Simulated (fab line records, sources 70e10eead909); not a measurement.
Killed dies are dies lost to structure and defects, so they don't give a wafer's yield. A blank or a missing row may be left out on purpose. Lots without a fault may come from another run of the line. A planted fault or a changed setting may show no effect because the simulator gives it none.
Which tool did it? | flow nand_harc | 14 lots, 42 wafers sampled, at 5 steps of a route of 1302

WHAT THE GAUGES READ, wafer by wafer
NHARC_END_SORT_01. Usual: killed_at_array 62, standard deviation 22; killed_at_other 1.0, standard deviation 1.4; killed_at_periphery 4.2, standard deviation 2.8; killed_dies 67, standard deviation 23; killed_open 3.1, standard deviation 1.7; killed_short 2.1, standard deviation 1.5.
lot  | measured     | on        | killed_at_array | killed_at_other | killed_at_periphery | killed_dies | killed_open | killed_short | flag
L313 | day 30 22:27 | prober-02 | 43 45 45        | 3 2 1           | 104 97 98           | 150 144 144 | 4 2 5       | 2 4 2        | OFF
L314 | day 31 11:38 | prober-01 | 30 26 29        | 0 0 0           | 85 99 84            | 115 125 113 | 2 4 4       | 2 0 2        | OFF

WHICH TOOL RAN EACH LOT (tool, then ch and the chambers of the sampled wafers, then the start)
lot  | NHARC_P_CONTACT_DEP_30          | NHARC_THIN_TSV_STRIP_45              | NHARC_THIN_TSV_DEGAS_53      | NHARC_THIN_TSV_PRE_CLEAN_54
L297 | pecvd-02 ch 0,2, day 5 20:30    | plasma_asher-01 ch 0,1, day 24 12:34 | pvd_sputter-03, day 24 16:16 | pvd_sputter-03, day 24 16:19
L298 | pecvd-02 ch 0,1, day 6 03:25    | plasma_asher-01 ch 0,1, day 24 13:43 | pvd_sputter-02, day 24 17:23 | pvd_sputter-02, day 24 17:27
L300 | pecvd-02 ch 0,1,2, day 7 02:19  | plasma_asher-01 ch 0,1, day 24 16:53 | pvd_sputter-02, day 24 20:48 | pvd_sputter-02, day 24 20:52
L301 | pecvd-01 ch 0,1,2, day 7 09:59  | plasma_asher-02 ch 0,1, day 25 03:35 | pvd_sputter-03, day 25 07:25 | pvd_sputter-03, day 25 07:29
L302 | pecvd-01 ch 0,1,2, day 8 01:00  | plasma_asher-02 ch 0,1, day 26 14:00 | pvd_sputter-02, day 26 17:40 | pvd_sputter-02, day 26 17:45
L303 | pecvd-01 ch 0,1, day 8 10:17    | plasma_asher-02 ch 0,1, day 26 12:52 | pvd_sputter-03, day 26 16:40 | pvd_sputter-03, day 26 16:45
L304 | pecvd-02 ch 1,2, day 8 14:33    | plasma_asher-01 ch 0,1, day 26 06:30 | pvd_sputter-03, day 26 10:14 | pvd_sputter-03, day 26 10:19
L307 | pecvd-02 ch 0,1, day 10 02:59   | plasma_asher-01 ch 0,1, day 28 00:05 | pvd_sputter-01, day 28 03:50 | pvd_sputter-01, day 28 03:55
L308 | pecvd-01 ch 0,1, day 10 07:06   | plasma_asher-01 ch 0,1, day 27 22:49 | pvd_sputter-03, day 28 02:31 | pvd_sputter-03, day 28 02:38
L313 | pecvd-02 ch 1,2, day 12 12:24   | plasma_asher-02 ch 0,1, day 30 06:49 | pvd_sputter-01, day 30 10:46 | pvd_sputter-01, day 30 10:49
L314 | pecvd-02 ch 1,2, day 12 21:06   | plasma_asher-02 ch 0,1, day 30 21:47 | pvd_sputter-01, day 31 01:31 | pvd_sputter-01, day 31 01:36
L316 | pecvd-03 ch 0,2, day 13 20:29   | plasma_asher-02 ch 0,1, day 32 16:11 | pvd_sputter-02, day 32 19:49 | pvd_sputter-02, day 32 19:54
L317 | pecvd-03 ch 0,1,2, day 14 02:14 | plasma_asher-01 ch 0,1, day 31 14:40 | pvd_sputter-01, day 31 18:25 | pvd_sputter-01, day 31 18:29
L318 | pecvd-03 ch 0,1,2, day 14 19:18 | plasma_asher-02 ch 0,1, day 34 17:53 | pvd_sputter-02, day 34 21:47 | pvd_sputter-02, day 34 21:50
- NHARC_P_CONTACT_DEP_30: deposits SiNx, target thk 30 nm.
- NHARC_THIN_TSV_STRIP_45: strips in O2.
- NHARC_THIN_TSV_DEGAS_53: time 60 s.
- NHARC_THIN_TSV_PRE_CLEAN_54: time 30 s.

WHAT THE TOOLS THEMSELVES READ (means of the sampled wafers that have a number; where no wafer has one, the mark that the record gives instead)
NHARC_P_CONTACT_DEP_30. Usual: heater_power_w 725 W, standard deviation 130.
lot  | tool     | heater_power_w (W) | flag
L297 | pecvd-02 | 856                |
L298 | pecvd-02 | 816                |
L300 | pecvd-02 | 821                |
L301 | pecvd-01 | 727                |
L302 | pecvd-01 | 694                |
L303 | pecvd-01 | 759                |
L304 | pecvd-02 | 717                |
L307 | pecvd-02 | 823                |
L308 | pecvd-01 | 682                |
L313 | pecvd-02 | 806                |
L314 | pecvd-02 | 825                |
L316 | pecvd-03 | 586                |
L317 | pecvd-03 | 535                |
L318 | pecvd-03 | 581                |

NHARC_THIN_TSV_STRIP_45. Usual: drypump_motor_current_A 5.5 A, standard deviation 0.53; heater_power_w 342 W, standard deviation 14.
lot  | tool            | drypump_motor_current_A (A) | heater_power_w (W) | flag
L297 | plasma_asher-01 | 5.9                         | 336                |
L298 | plasma_asher-01 | 6.0                         | 351                |
L300 | plasma_asher-01 | 6.0                         | 348                |
L301 | plasma_asher-02 | 4.9                         | 334                |
L302 | plasma_asher-02 | 4.9                         | 336                |
L303 | plasma_asher-02 | 4.9                         | 345                |
L304 | plasma_asher-01 | 6.0                         | 350                |
L307 | plasma_asher-01 | 5.9                         | 339                |
L308 | plasma_asher-01 | 6.0                         | 349                |
L313 | plasma_asher-02 | 5.1                         | 339                |
L314 | plasma_asher-02 | 5.1                         | 332                |
L316 | plasma_asher-02 | 4.9                         | 336                |
L317 | plasma_asher-01 | 5.9                         | 343                |
L318 | plasma_asher-02 | 4.9                         | 336                |

NHARC_THIN_TSV_DEGAS_53. Usual: heater_power_w 465 W, standard deviation 45.
lot  | tool           | heater_power_w (W) | flag
L297 | pvd_sputter-03 | 484                |
L298 | pvd_sputter-02 | 459                |
L300 | pvd_sputter-02 | 469                |
L301 | pvd_sputter-03 | 466                |
L302 | pvd_sputter-02 | 472                |
L303 | pvd_sputter-03 | 448                |
L304 | pvd_sputter-03 | 453                |
L307 | pvd_sputter-01 | 439                |
L308 | pvd_sputter-03 | 475                |
L313 | pvd_sputter-01 | 469                |
L314 | pvd_sputter-01 | 469                |
L316 | pvd_sputter-02 | 462                |
L317 | pvd_sputter-01 | 441                |
L318 | pvd_sputter-02 | 464                |

NHARC_THIN_TSV_PRE_CLEAN_54. Usual: heater_power_w 409 W, standard deviation 40.
lot  | tool           | heater_power_w (W) | flag
L297 | pvd_sputter-03 | 419                |
L298 | pvd_sputter-02 | 438                |
L300 | pvd_sputter-02 | 414                |
L301 | pvd_sputter-03 | 403                |
L302 | pvd_sputter-02 | 421                |
L303 | pvd_sputter-03 | 409                |
L304 | pvd_sputter-03 | 423                |
L307 | pvd_sputter-01 | 407                |
L308 | pvd_sputter-03 | 420                |
L313 | pvd_sputter-01 | 408                |
L314 | pvd_sputter-01 | 404                |
L316 | pvd_sputter-02 | 413                |
L317 | pvd_sputter-01 | 415                |
L318 | pvd_sputter-02 | 450                |

THE ANSWER, worked out from the rows above alone
Rule: a lot is off if the mean of its wafers that have a number lies more than 3 standard deviations from the usual mean. A lot without any number at a reading at which 4 lots or more have one is off too. The other lots that the step has rows for count as sound. The gauges are gone through in route order, then the tools' own readings, and for those a lot's mean is taken as printed above. The first step at which some lot is off is used, and at that step the reading that is off furthest; a lot without a number counts as furthest.
Off: L313, L314, at NHARC_END_SORT_01 (killed_at_periphery). Neither off nor sound, because the step has no rows for them: L297, L298, L300, L301, L302, L303, L304, L307, L308, L316, L317, L318.
A tool fits if, at a process step before that reading, it ran every lot that is off, and no sound lot after the first of them. The gauges at NHARC_END_SORT_01 are tried like those tools. Can't be told from this: 3 tools fit, pecvd-02 at NHARC_P_CONTACT_DEP_30, plasma_asher-02 at NHARC_THIN_TSV_STRIP_45, pvd_sputter-01 at NHARC_THIN_TSV_DEGAS_53 and NHARC_THIN_TSV_PRE_CLEAN_54.

WHAT THE SIMULATOR HAD PUT IN
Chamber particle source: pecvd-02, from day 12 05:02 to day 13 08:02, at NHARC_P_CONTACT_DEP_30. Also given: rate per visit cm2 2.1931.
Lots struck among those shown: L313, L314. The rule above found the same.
